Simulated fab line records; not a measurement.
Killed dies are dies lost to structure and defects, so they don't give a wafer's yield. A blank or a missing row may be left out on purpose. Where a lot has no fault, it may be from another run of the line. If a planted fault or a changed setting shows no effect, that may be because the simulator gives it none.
Chamber matching ; flow n5_finfet ; N5_FIN_SAQP_SPACER2_ETCHBACK_29 on rie_diel-03: 4 sister chambers
The step etches SiO2 in CHF3/O2, target depth 12.2 nm, time 6.1 s. 14 wafers are shown with their chamber, then 7 later ones without.

## WAFERS PAIRED WITH THEIR CHAMBERS
wafer;chamber;drypump_motor_current_A (A);showerhead_plenum_p_Torr (Torr);throttle_valve_pct (%)
L075.1;2;5.8;2.32;19.02
L075.3;0;6.3;2.50;19.03
L075.5;3;5.8;2.47;19.15
L076.1;0;6.3;2.50;19.04
L076.4;1;4.8;2.37;18.52
L076.6;1;4.8;2.37;18.53
L077.2;2;5.8;2.32;19.01
L077.5;2;5.7;2.32;19.01
L077.6;1;4.8;2.37;18.53
L078.1;0;6.3;2.49;19.03
L078.2;2;5.8;2.32;19.02
L078.4;1;4.8;2.37;18.55
L091.3;1;4.8;2.36;18.58
L091.4;2;5.8;2.31;19.06

SIGNATURES (means of the wafers above)
reading;chamber 0;chamber 1;chamber 2;chamber 3;scatter within a chamber
drypump_motor_current_A;6.300;4.800;5.780;5.800;0.0283
showerhead_plenum_p_Torr;2.4967;2.3680;2.3180;2.4700;0.00476
throttle_valve_pct;19.0333;18.5420;19.0240;19.1500;0.0202
Rule: a wafer lies at a distance from a chamber equal to the root of the sum of squares, over the readings, of (its reading less the chamber's mean, divided by the reading's scatter). The wafer belongs to the nearest chamber; if the next one is less than 2 further off, it can't be placed. The scatter: the root of (the sum of the squares of (reading less its chamber's mean) over the shown wafers, divided by (wafers less chambers)).

## WAFERS MISSING THEIR CHAMBER
wafer;drypump_motor_current_A (A);showerhead_plenum_p_Torr (Torr);throttle_valve_pct (%)
L091.6;6.3;2.48;19.07
L094.2;4.8;2.35;18.59
L094.3;6.3;2.48;19.11
L094.4;5.8;2.46;18.81
L095.1;5.8;2.30;19.09
L095.4;5.8;2.46;18.81
L095.5;6.2;2.48;19.10

## WHICH CHAMBER EACH ONE RAN IN
wafer;from the rows above;in truth
L091.6;0;0
L094.2;1;1
L094.3;0;0
L094.4;3;3
L095.1;2;2
L095.4;3;3
L095.5;0;0
Correct placement for 7 of the 7. From these rows, 0 cannot be placed. Wrongly placed: 0.
